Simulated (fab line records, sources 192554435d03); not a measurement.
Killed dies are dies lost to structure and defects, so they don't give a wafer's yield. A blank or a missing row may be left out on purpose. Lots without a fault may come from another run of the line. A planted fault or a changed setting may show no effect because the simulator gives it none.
Split-lot experiment | flow n5_finfet | 7 lots, 21 wafers read, on a route of 1938 steps

THE SPLIT
At N5_BEOL_M0_SAQP_HM_DEP_02 (deposits TiN, target thk 12 nm), the setting target_thk_a was moved away from the recipe's 120 angstrom on 4 of the 21 wafers read, by +4.7% to +10.0%. The other wafers ran this setting at the recipe's value.

The reading is taken at the split's own step.

THE READING
TiN_of_BEOL_M0_SAQP_HM_DEP_02.thk_nm (the simulator's own value, which no gauge read), in nm, at N5_BEOL_M0_SAQP_HM_DEP_02 (deposits TiN, target thk 12 nm). The file gives no usual value for it. The 17 wafers here that ran the recipe average 12.0 nm, standard deviation 0.13 nm.

wafer  | tool, chamber at the split | target_thk_a as run, angstrom | against the recipe | TiN_of_BEOL_M0_SAQP_HM_DEP_02.thk_nm, nm | against lot-mates on the recipe
L075.2 | pvd_sputter-02, -          | 125.6                         | +4.7%              | 12.4                                     | +0.6
L075.3 | pvd_sputter-02, -          | 120                           | recipe             | 11.8                                     | -
L075.4 | pvd_sputter-02, -          | 120                           | recipe             | 11.8                                     | -
L077.3 | pvd_sputter-01, -          | 120                           | recipe             | 12.2                                     | -
L077.6 | pvd_sputter-01, -          | 120                           | recipe             | 12.2                                     | -
L077.4 | pvd_sputter-01, -          | 120                           | recipe             | 12                                       | -
L080.3 | pvd_sputter-01, -          | 132                           | +10.0%             | 13.2                                     | +1.2
L080.4 | pvd_sputter-01, -          | 120                           | recipe             | 12                                       | -
L080.6 | pvd_sputter-01, -          | 132                           | +10.0%             | 13                                       | +1.0
L084.1 | pvd_sputter-03, -          | 120                           | recipe             | 12                                       | -
L084.3 | pvd_sputter-03, -          | 120                           | recipe             | 12                                       | -
L084.5 | pvd_sputter-03, -          | 120                           | recipe             | 12                                       | -
L092.1 | pvd_sputter-02, -          | 120                           | recipe             | 12.2                                     | -
L092.3 | pvd_sputter-02, -          | 120                           | recipe             | 12                                       | -
L092.6 | pvd_sputter-02, -          | 120                           | recipe             | 12                                       | -
L095.1 | pvd_sputter-02, -          | 120                           | recipe             | 11.8                                     | -
L095.3 | pvd_sputter-02, -          | 120                           | recipe             | 12                                       | -
L095.6 | pvd_sputter-02, -          | 120                           | recipe             | 12                                       | -
L096.2 | pvd_sputter-01, -          | 120                           | recipe             | 12                                       | -
L096.3 | pvd_sputter-01, -          | 125.9                         | +4.9%              | 12.6                                     | +0.5
L096.4 | pvd_sputter-01, -          | 120                           | recipe             | 12.2                                     | -

THE FIT
A straight line over all 21 wafers: TiN_of_BEOL_M0_SAQP_HM_DEP_02.thk_nm changes by +0.108 nm for each +1% of target_thk_a; r = +0.94; the points scatter about the line by 0.13 nm.
The same after taking each lot's own level away (the mean of its wafers on the recipe; 21 wafers): +0.111 nm for each +1%; r = +0.98; scatter 0.082 nm.
On that fit, the largest move of target_thk_a shifts the reading by 1.1 nm.
The lots' own levels span 11.80 to 12.13 nm, that is 2.6 times the standard deviation above.
So the lot-to-lot level changes the slope little: the two slopes agree.
Check: with one of the wafers moved furthest among these (+10.0%) left out of the fit, the line predicts +1.04 nm for it against its lot-mates. It came out at +1.2 nm against them.

OTHER SPLITS ON THESE WAFERS
These wafers also went through other splits before the reading. Each is held against what the fit with the lots' levels taken away leaves over:
other split on the same wafers      | wafers away from the commonest value | r with TiN_of_BEOL_M0_SAQP_HM_DEP_02.thk_nm (lot level and that fit taken away)
N5_SDB_COAT_03 spin_rpm             | 10                                   | +0.18
N5_HKMG_FIN_COAT_43 spin_rpm        | 7                                    | -0.40
N5_HKMG_FIN_PEB_47 peb_time_s       | 7                                    | +0.01
N5_GATE_CUT_ETCH_58 bias_w          | 5                                    | +0.00
N5_GATE_CUT_COAT_27 spin_rpm        | 6                                    | +0.10
N5_GATE_CUT_ETCH_36 cf4_flow_sccm   | 7                                    | -0.14
N5_MOL_CONTACT_COAG_PECVD_31 temp_c | 5                                    | +0.15

THE FILE'S OWN FIT
TiN_of_BEOL_M0_SAQP_HM_DEP_02.thk_nm changes by +0.111 nm for each +1% of target_thk_a, r = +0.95.
